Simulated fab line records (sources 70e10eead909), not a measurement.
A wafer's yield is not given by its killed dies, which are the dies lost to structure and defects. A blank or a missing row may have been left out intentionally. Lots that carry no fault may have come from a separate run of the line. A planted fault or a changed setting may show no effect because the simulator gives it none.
Problem report in the 8D (eight disciplines) form, filled by code -- flow nand_harc -- the parts of the form that need people (team, actions taken, sign-off) are left out

== 1. PROBLEM STATEMENT ==
rf_fwd_power_W at NHARC_A_STAIRCASE_ETCH_25 reads a mean of 688.6 W on 6 wafers of 2 lots; wafers without a fault read 592.2 W with a standard deviation of 2.1. That is +46 standard deviations from the usual mean.
The step: etches the open film in C4F8/O2, target depth 100 nm, time 40.5 s.
Earliest sighting: wafer L933.4 on rie_diel-11 at day 19 12:17. The record has a number at this step for 36 wafers belonging to 12 lots. The rule behind "out" and "out of limits": a value lying over 4 standard deviations away from the usual mean. The other wafers with a number count as sound.

== 2. WHAT IT IS; WHAT IT IS NOT ==
question,is,is not
which readings at this step,"rf_fwd_power_W, oes_product_au",rf_vpp_V
which lots,"L933, L935","L927, L929, L930, L934, L943, L944, L945, L946, L947, L948"
which wafers of those lots,all that have a number,-
read on which tools,rie_diel-11,"rie_diel-02, rie_diel-10"
when,from day 19 12:17,"up to then (9 sound wafers); but 21 sound wafers of L934, L943, L944, L945, L946, L947, L948 came after"

== 3. THE SUSPECTS, EACH WITH WHAT RULES IT OUT ==
Counting: a tool at any process step up to the reading remains a suspect when it ran all the lots that are out and ran no sound lot after the first of those.
- rie_diel-11 at NHARC_A_STAIRCASE_TRIM_20 (chemistry O2, time 211.2 s): ruled out as a lasting fault. After its first lot that is out, L933 (day 19 11:34), sound lots L947 ran on it.
- rie_diel-11 at NHARC_A_STAIRCASE_TRIM_22 (chemistry O2, time 211.2 s): ruled out as a lasting fault. After its first lot that is out, L933 (day 19 12:17), sound lots L947 ran on it. With no start given for some of its lots, NHARC_A_STAIRCASE_TRIM_22 uses the hours and lot order of NHARC_A_STAIRCASE_ETCH_25.
- rie_diel-11 at NHARC_A_STAIRCASE_ETCH_25 (etches the open film in C4F8/O2, target depth 100 nm, time 40.5 s): ruled out as a lasting fault. After its first lot that is out, L933 (day 19 12:17), sound lots L947 ran on it.
Left after counting: nothing in the record.

== 4. THE CAUSE (what the simulator had put in) ==
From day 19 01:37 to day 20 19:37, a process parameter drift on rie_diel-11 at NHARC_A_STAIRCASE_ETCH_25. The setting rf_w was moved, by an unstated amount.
Counting ruled it out, wrongly.

== 5. THE CHAIN OF EFFECTS, in route order ==
Each row: a reading where the mean over the struck wafers with a number is more than 3 standard deviations away from the usual. Readings are gone through only where the record gives a usual standard deviation; hours: the median, over the lots, of the time from a lot's start at the first step in this table giving one to that lot's start at this step; sigmas: the change measured in usual standard deviations.
hours,step,reading,usual,on struck wafers,change,sigmas
0,NHARC_A_STAIRCASE_ETCH_25,oes_product_au,0.945 a.u.,1.042,+0.097,+7.5
0,NHARC_A_STAIRCASE_ETCH_25,rf_fwd_power_W,592.2 W,688.6,+96.4,+46
Here are the process steps it includes:
- NHARC_A_STAIRCASE_ETCH_25: etches the open film in C4F8/O2, target depth 100 nm, time 40.5 s.

== 6. WHAT WOULD HAVE CAUGHT IT SOONER ==
The fault began at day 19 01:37; the first out-of-limits reading in this record came at day 19 12:17, 11 hours later.
